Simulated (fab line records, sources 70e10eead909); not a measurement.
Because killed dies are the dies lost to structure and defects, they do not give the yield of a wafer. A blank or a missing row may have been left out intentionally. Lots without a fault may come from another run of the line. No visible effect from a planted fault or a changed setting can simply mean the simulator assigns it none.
What tool caused it? ; flow nand harc ; Sampling: 12 lots, 36 wafers, 5 of 1302 route steps

## WHAT THE GAUGES READ, wafer by wafer
NHARC_END_SORT_01. Usual: killed at array 62, standard deviation 22; killed at other 1.0, standard deviation 1.4; killed at periphery 4.2, standard deviation 2.8; killed dies 67, standard deviation 23; killed open 3.1, standard deviation 1.7; killed short 2.1, standard deviation 1.5.
lot;measured;on;killed at array;killed at other;killed at periphery;killed dies;killed open;killed short;flag
L539;day 28 06:41;prober-01;674 671 672;2 3 4;1 3 1;677 677 677;0 0 2;0 1 1;OFF
L540;day 28 14:26;prober-02;672 671 672;1 0 1;4 6 4;677 677 677;4 4 2;5 5 1;OFF
L541;day 28 15:21;prober-01;677 677 675;0 0 2;0 0 0;677 677 677;1 3 3;5 5 3;OFF

## EACH LOT AND THE TOOL THAT RAN IT (in order: tool; ch and the chambers of the sampled wafers; start)
lot;NHARC_A_CONTACT_ETCH_75;NHARC_A_CONTACT_ETCH_130;NHARC_A_CONTACT_ETCH_131;NHARC_A_CONTACT_ETCH_132
L531;rie diel-04 ch 0,3, day 22 13:32;har cap etch-01 ch 0,1, day 22 16:08;har cap etch-01 ch 0,1, day 22 16:19;har cap etch-01 ch 0,1, day 22 16:29
L530;rie diel-09 ch 0,3, day 22 13:52;har cap etch-02 ch 0,1, day 22 16:23;har cap etch-02 ch 0,1, day 22 16:34;har cap etch-02 ch 0,1, day 22 16:45
L533;rie diel-09 ch 0,1,3, day 22 18:42;har cap etch-01 ch 0,1, day 22 21:52;har cap etch-01 ch 0,1, day 22 22:03;har cap etch-01 ch 0,1, day 22 22:13
L534;rie diel-05 ch 0,2,3, day 23 06:31;har cap etch-01 ch 0,1, day 23 09:04;har cap etch-01 ch 0,1, day 23 09:14;har cap etch-01 ch 0,1, day 23 09:25
L539;rie diel-09 ch 0,1, day 25 21:50;har cap etch-02 ch 0,1, day 26 00:23;har cap etch-02 ch 0,1, day 26 00:34;har cap etch-02 ch 0,1, day 26 00:44
L540;rie diel-04 ch 0,2, day 25 23:59;har cap etch-03 ch 0,1, day 26 02:32;har cap etch-03 ch 0,1, day 26 02:42;har cap etch-03 ch 0,1, day 26 02:53
L541;rie diel-09 ch 0,3, day 26 01:16;har cap etch-01 ch 0,1, day 26 04:15;har cap etch-01 ch 0,1, day 26 04:29;har cap etch-01 ch 0,1, day 26 04:43
L542;rie diel-09 ch 0,1, day 26 14:22;har cap etch-01 ch 0, day 26 17:16;har cap etch-01 ch 0, day 26 17:31;har cap etch-01 ch 0, day 26 17:45
L544;rie diel-09 ch 0,1,2, day 27 21:44;har cap etch-01 ch 0,1, day 28 00:56;har cap etch-01 ch 0,1, day 28 01:10;har cap etch-01 ch 0,1, day 28 01:25
L546;rie diel-09 ch 0,1, day 28 12:16;har cap etch-02 ch 0,1, day 28 14:48;har cap etch-02 ch 0,1, day 28 14:58;har cap etch-02 ch 0,1, day 28 15:09
L549;rie diel-09 ch 1,2,3, day 30 01:55;har cap etch-01 ch 0,1, day 30 04:31;har cap etch-01 ch 0,1, day 30 04:41;har cap etch-01 ch 0,1, day 30 04:52
L551;rie diel-04 ch 0,2,3, day 31 12:08;har cap etch-01 ch 0,1, day 31 15:07;har cap etch-01 ch 0,1, day 31 15:18;har cap etch-01 ch 0,1, day 31 15:29
- NHARC_A_CONTACT_ETCH_75: etches the open film in CF4, target depth 39 nm, time 65 s.
- NHARC_A_CONTACT_ETCH_130: etches the open film in C4F8/O2/Ar, time 197 s, target depth 1918 nm.
- NHARC_A_CONTACT_ETCH_131: etches the open film in C4F8/O2/Ar, time 197 s, target depth 1918 nm.
- NHARC_A_CONTACT_ETCH_132: etches the open film in C4F8/O2/Ar, time 197 s, target depth 1924 nm.

## AS READ BY THE TOOLS THEMSELVES (means over the sampled wafers that have a number; for cases with no such wafer, the mark the record gives instead)
NHARC_A_CONTACT_ETCH_75. Usual: bias w 100.0 W, standard deviation 0.31; cf4 flow sccm 149.9 sccm, standard deviation 0.4; drypump motor current A 5.5 A, standard deviation 0.52; mfc ar sccm 0.012 sccm, standard deviation 0.011; oes product au 1.000 a.u., standard deviation 0.012; rf vpp V 150.8 V, standard deviation 1.4; showerhead plenum p Torr 1.74 Torr, standard deviation 0.089; throttle valve pct 13.284 %, standard deviation 0.0087.
lot;tool;bias w (W);cf4 flow sccm (sccm);drypump motor current A (A);mfc ar sccm (sccm);oes product au (a.u.);rf vpp V (V);showerhead plenum p Torr (Torr);throttle valve pct (%);flag
L531;rie diel-04;100.0;149.8;5.8;0.015;0.988;151.6;1.78;13.279;
L530;rie diel-09;100.0;150.1;5.3;0.007;1.004;151.7;1.79;13.283;
L533;rie diel-09;100.0;150.0;5.6;0.014;0.991;150.0;1.76;13.267;
L534;rie diel-05;99.9;150.1;5.6;0.011;0.993;150.1;1.70;13.293;
L539;rie diel-09;99.7;149.9;5.7;0.014;0.998;149.6;1.67;13.282;
L540;rie diel-04;100.2;150.4;5.4;0.019;1.010;150.2;1.74;13.286;
L541;rie diel-09;100.0;149.6;5.3;0.007;0.994;152.3;1.78;13.293;
L542;rie diel-09;99.7;150.1;5.5;0.007;1.012;151.2;1.70;13.284;
L544;rie diel-09;100.2;150.1;5.3;0.007;1.015;150.3;1.68;13.285;
L546;rie diel-09;100.0;150.0;5.8;0.014;1.000;149.0;1.67;13.288;
L549;rie diel-09;100.0;150.0;5.4;0.014;1.004;150.6;1.74;13.280;
L551;rie diel-04;99.7;149.8;5.8;0.014;0.992;151.4;1.78;13.282;

NHARC_A_CONTACT_ETCH_130. Usual: chamber pressure mTorr 19.998 mTorr, standard deviation 0.019; oes air line au 0.998 a.u., standard deviation 0.02.
lot;tool;chamber pressure mTorr (mTorr);oes air line au (a.u.);flag
L531;har cap etch-01;19.976;0.994;
L530;har cap etch-02;19.984;0.979;
L533;har cap etch-01;20.001;1.008;
L534;har cap etch-01;20.027;0.966;
L539;har cap etch-02;-;-;OFF
L540;har cap etch-03;-;-;OFF
L541;har cap etch-01;-;-;OFF
L542;har cap etch-01;19.981;0.975;
L544;har cap etch-01;20.001;0.996;
L546;har cap etch-02;20.015;0.992;
L549;har cap etch-01;20.011;1.017;
L551;har cap etch-01;19.993;1.000;

NHARC_A_CONTACT_ETCH_131. Usual: chamber pressure mTorr 20.001 mTorr, standard deviation 0.02; oes air line au 0.999 a.u., standard deviation 0.02.
lot;tool;chamber pressure mTorr (mTorr);oes air line au (a.u.);flag
L531;har cap etch-01;20.007;0.994;
L530;har cap etch-02;19.982;1.000;
L533;har cap etch-01;20.007;1.003;
L534;har cap etch-01;20.012;1.000;
L539;har cap etch-02;19.980;0.982;
L540;har cap etch-03;20.028;1.021;
L541;har cap etch-01;19.990;0.986;
L542;har cap etch-01;19.987;0.992;
L544;har cap etch-01;19.997;1.005;
L546;har cap etch-02;20.009;0.988;
L549;har cap etch-01;19.995;1.002;
L551;har cap etch-01;20.008;0.999;

NHARC_A_CONTACT_ETCH_132. Usual: chamber pressure mTorr 20.000 mTorr, standard deviation 0.018; oes air line au 0.997 a.u., standard deviation 0.019.
lot;tool;chamber pressure mTorr (mTorr);oes air line au (a.u.);flag
L531;har cap etch-01;19.981;0.985;
L530;har cap etch-02;20.026;0.999;
L533;har cap etch-01;20.001;1.012;
L534;har cap etch-01;20.009;0.996;
L539;har cap etch-02;19.990;0.993;
L540;har cap etch-03;19.995;0.984;
L541;har cap etch-01;19.980;1.008;
L542;har cap etch-01;20.004;0.996;
L544;har cap etch-01;20.007;0.996;
L546;har cap etch-02;19.979;0.994;
L549;har cap etch-01;20.007;0.981;
L551;har cap etch-01;20.001;1.000;

## THE ANSWER, worked out from the rows above alone
Rule: take the mean of a lot's wafers that have a number; if it is more than 3 standard deviations from the usual mean, the lot is off. A lot without any number at a reading at which 4 lots or more have one is off too. The other lots that the step has rows for count as sound. Order of review: gauges by route order, followed by the tools' own readings, for which a lot's mean as printed above is used. At the first step where some lot is off, the reading lying furthest off is the one used; lots without a number count as furthest.
Off: L539, L540, L541, at NHARC_END_SORT_01 (killed at array). Neither off nor sound, because the step has no rows for them: L531, L530, L533, L534, L542, L544, L546, L549, L551.
If a tool, at a process step before that reading, ran all the lots that are off and no sound lot after the first of them, it fits. Not tried: the gauges at NHARC_END_SORT_01; whatever is off there is also off at NHARC_A_CONTACT_ETCH_130, on other tools, and gauge error can't account for it. Of those tried, none fits.

## WHAT THE SIMULATOR HAD INSERTED
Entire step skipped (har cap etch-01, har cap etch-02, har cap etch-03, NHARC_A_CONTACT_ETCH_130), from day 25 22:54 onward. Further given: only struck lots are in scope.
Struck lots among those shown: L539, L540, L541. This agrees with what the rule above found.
